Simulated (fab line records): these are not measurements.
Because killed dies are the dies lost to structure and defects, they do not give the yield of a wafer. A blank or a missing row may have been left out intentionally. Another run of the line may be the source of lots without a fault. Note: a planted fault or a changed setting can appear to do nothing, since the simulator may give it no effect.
Lot-split experiment / flow n5-finfet / 7 lots, 39 wafers read, on a route of 1938 steps

== SPLIT DETAILS ==
At N5_DUMMY_GATE_EXPOSE_12 (exposes mask GATE, target cd 25 nm), the setting dose-mj was moved away from the recipe's 34 on 12 of the 39 wafers read, by -6.1% to +7.2%. All remaining wafers had this setting at the recipe value.

== FROM THE SPLIT TO THE READING: what the file shows between them, 2 steps ==
- N5_DUMMY_GATE_PEB_13: peb time 60 s
- N5_DUMMY_GATE_DEVELOP_14: develop time 30 s

== THE READING ==
At N5_DUMMY_GATE_CD_MEAS_15: cd-nm in nanometres, against a target cd of 25.8 nm. Typical for fault-free wafers on this fab line: 25.01 nm, with standard deviation 0.21 nm.

wafer=L074.1; tool, chamber at the split=euv-scanner-01, 0; dose-mj as run=34; against the recipe=recipe; cd-nm, nm=25.31; against lot-mates on the recipe=-
wafer=L074.2; tool, chamber at the split=euv-scanner-01, 0; dose-mj as run=34; against the recipe=recipe; cd-nm, nm=24.94; against lot-mates on the recipe=-
wafer=L074.5; tool, chamber at the split=euv-scanner-01, 0; dose-mj as run=34; against the recipe=recipe; cd-nm, nm=25.14; against lot-mates on the recipe=-
wafer=L075.1; tool, chamber at the split=euv-scanner-02, 0; dose-mj as run=34; against the recipe=recipe; cd-nm, nm=24.93; against lot-mates on the recipe=-
wafer=L075.2; tool, chamber at the split=euv-scanner-02, 0; dose-mj as run=35.28; against the recipe=+3.8%; cd-nm, nm=24.03; against lot-mates on the recipe=-1.09
wafer=L075.3; tool, chamber at the split=euv-scanner-02, 0; dose-mj as run=35.28; against the recipe=+3.8%; cd-nm, nm=24.37; against lot-mates on the recipe=-0.75
wafer=L075.4; tool, chamber at the split=euv-scanner-02, 0; dose-mj as run=34; against the recipe=recipe; cd-nm, nm=25.10; against lot-mates on the recipe=-
wafer=L075.5; tool, chamber at the split=euv-scanner-02, 0; dose-mj as run=34; against the recipe=recipe; cd-nm, nm=25.32; against lot-mates on the recipe=-
wafer=L075.6; tool, chamber at the split=euv-scanner-02, 0; dose-mj as run=35.28; against the recipe=+3.8%; cd-nm, nm=24.34; against lot-mates on the recipe=-0.78
wafer=L080.1; tool, chamber at the split=euv-scanner-02, 0; dose-mj as run=34; against the recipe=recipe; cd-nm, nm=24.85; against lot-mates on the recipe=-
wafer=L080.2; tool, chamber at the split=euv-scanner-02, 0; dose-mj as run=34; against the recipe=recipe; cd-nm, nm=25.15; against lot-mates on the recipe=-
wafer=L080.3; tool, chamber at the split=euv-scanner-02, 0; dose-mj as run=34; against the recipe=recipe; cd-nm, nm=25.24; against lot-mates on the recipe=-
wafer=L080.4; tool, chamber at the split=euv-scanner-02, 0; dose-mj as run=34; against the recipe=recipe; cd-nm, nm=24.98; against lot-mates on the recipe=-
wafer=L080.5; tool, chamber at the split=euv-scanner-02, 0; dose-mj as run=34; against the recipe=recipe; cd-nm, nm=25.00; against lot-mates on the recipe=-
wafer=L080.6; tool, chamber at the split=euv-scanner-02, 0; dose-mj as run=34; against the recipe=recipe; cd-nm, nm=25.30; against lot-mates on the recipe=-
wafer=L089.1; tool, chamber at the split=euv-scanner-01, 0; dose-mj as run=34; against the recipe=recipe; cd-nm, nm=25.49; against lot-mates on the recipe=-
wafer=L089.2; tool, chamber at the split=euv-scanner-01, 0; dose-mj as run=34; against the recipe=recipe; cd-nm, nm=24.86; against lot-mates on the recipe=-
wafer=L089.3; tool, chamber at the split=euv-scanner-01, 0; dose-mj as run=36.44; against the recipe=+7.2%; cd-nm, nm=23.84; against lot-mates on the recipe=-1.30
wafer=L089.4; tool, chamber at the split=euv-scanner-01, 0; dose-mj as run=36.44; against the recipe=+7.2%; cd-nm, nm=24.11; against lot-mates on the recipe=-1.03
wafer=L089.5; tool, chamber at the split=euv-scanner-01, 0; dose-mj as run=34; against the recipe=recipe; cd-nm, nm=25.07; against lot-mates on the recipe=-
wafer=L089.6; tool, chamber at the split=euv-scanner-01, 0; dose-mj as run=36.44; against the recipe=+7.2%; cd-nm, nm=24.24; against lot-mates on the recipe=-0.90
wafer=L095.1; tool, chamber at the split=euv-scanner-02, 0; dose-mj as run=34; against the recipe=recipe; cd-nm, nm=25.25; against lot-mates on the recipe=-
wafer=L095.2; tool, chamber at the split=euv-scanner-02, 0; dose-mj as run=35.42; against the recipe=+4.2%; cd-nm, nm=24.51; against lot-mates on the recipe=-0.74
wafer=L095.3; tool, chamber at the split=euv-scanner-02, 0; dose-mj as run=34; against the recipe=recipe; cd-nm, nm=24.90; against lot-mates on the recipe=-
wafer=L095.4; tool, chamber at the split=euv-scanner-02, 0; dose-mj as run=34; against the recipe=recipe; cd-nm, nm=25.61; against lot-mates on the recipe=-
wafer=L095.5; tool, chamber at the split=euv-scanner-02, 0; dose-mj as run=35.42; against the recipe=+4.2%; cd-nm, nm=24.23; against lot-mates on the recipe=-1.02
wafer=L095.6; tool, chamber at the split=euv-scanner-02, 0; dose-mj as run=35.42; against the recipe=+4.2%; cd-nm, nm=24.31; against lot-mates on the recipe=-0.94
wafer=L096.1; tool, chamber at the split=euv-scanner-01, 0; dose-mj as run=34; against the recipe=recipe; cd-nm, nm=25.00; against lot-mates on the recipe=-
wafer=L096.2; tool, chamber at the split=euv-scanner-01, 0; dose-mj as run=34; against the recipe=recipe; cd-nm, nm=25.07; against lot-mates on the recipe=-
wafer=L096.3; tool, chamber at the split=euv-scanner-01, 0; dose-mj as run=34; against the recipe=recipe; cd-nm, nm=24.77; against lot-mates on the recipe=-
wafer=L096.4; tool, chamber at the split=euv-scanner-01, 0; dose-mj as run=34; against the recipe=recipe; cd-nm, nm=25.09; against lot-mates on the recipe=-
wafer=L096.5; tool, chamber at the split=euv-scanner-01, 0; dose-mj as run=34; against the recipe=recipe; cd-nm, nm=24.58; against lot-mates on the recipe=-
wafer=L096.6; tool, chamber at the split=euv-scanner-01, 0; dose-mj as run=34; against the recipe=recipe; cd-nm, nm=24.69; against lot-mates on the recipe=-
wafer=L097.1; tool, chamber at the split=euv-scanner-01, 0; dose-mj as run=34; against the recipe=recipe; cd-nm, nm=24.91; against lot-mates on the recipe=-
wafer=L097.2; tool, chamber at the split=euv-scanner-01, 0; dose-mj as run=34; against the recipe=recipe; cd-nm, nm=24.90; against lot-mates on the recipe=-
wafer=L097.3; tool, chamber at the split=euv-scanner-01, 0; dose-mj as run=31.92; against the recipe=-6.1%; cd-nm, nm=26.28; against lot-mates on the recipe=+1.34
wafer=L097.4; tool, chamber at the split=euv-scanner-01, 0; dose-mj as run=31.92; against the recipe=-6.1%; cd-nm, nm=26.29; against lot-mates on the recipe=+1.35
wafer=L097.5; tool, chamber at the split=euv-scanner-01, 0; dose-mj as run=31.92; against the recipe=-6.1%; cd-nm, nm=26.14; against lot-mates on the recipe=+1.20
wafer=L097.6; tool, chamber at the split=euv-scanner-01, 0; dose-mj as run=34; against the recipe=recipe; cd-nm, nm=25.02; against lot-mates on the recipe=-

THE FIT
A straight line over all 39 wafers: cd-nm changes by -0.17 nm for each +1% of dose-mj; r = -0.92; the points scatter about the line by 0.23 nm.
The same after taking each lot's own level away (the mean of its wafers on the recipe; 39 wafers): -0.189 nm for each +1%; r = -0.94; scatter 0.21 nm.
Per that fit: largest dose-mj move, reading shift of 1.4 nm.
From 24.867 to 25.253 nm: that is the span of the lots' own levels, equal to 1.8 times the standard deviation above.
So the slope is not independent of the lot-to-lot level: the two fits are not the same.
Check: for one of the wafers moved furthest among these (+7.2%), held out of the fit, the line's prediction against its lot-mates is -1.35 nm. Against them it came out at -1.3 nm.

== THESE WAFERS: OTHER SPLITS ==
Other splits were also applied to these wafers ahead of the reading. Each is held against what the fit with the lots' levels taken away leaves over:
other split on the same wafers=N5_WELL_APT_IMPLANT_14 energy-kev; wafers away from the commonest value=15; r with cd-nm (lot level and that fit taken away)=-0.01
other split on the same wafers=N5_WELL_APT_IMPLANT_15 energy-kev; wafers away from the commonest value=18; r with cd-nm (lot level and that fit taken away)=-0.11
other split on the same wafers=N5_DUMMY_GATE_HM_DEP_06 target-thk-a; wafers away from the commonest value=24; r with cd-nm (lot level and that fit taken away)=+0.01

== THE WHOLE CHAIN: every reading that the file lists as answering this split, in the file's order ==
step=N5_DUMMY_GATE_CD_MEAS_15; what it does=target cd 25.8 nm; reading=cd-nm; change (the file's fit)=-0.189 nm for each +1% of the setting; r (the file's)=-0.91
step=N5_DUMMY_GATE_TRIM_49; what it does=chemistry O2, time 29 s, target cd 14 nm; reading=DUMMY_GATE.cd-nm (the simulator's own value, which no gauge read); change (the file's fit)=-0.189 nm for each +1% of the setting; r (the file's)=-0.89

== THE FILE'S OWN FIT ==
cd-nm changes by -0.189 nm for each +1% of dose-mj, r = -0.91.
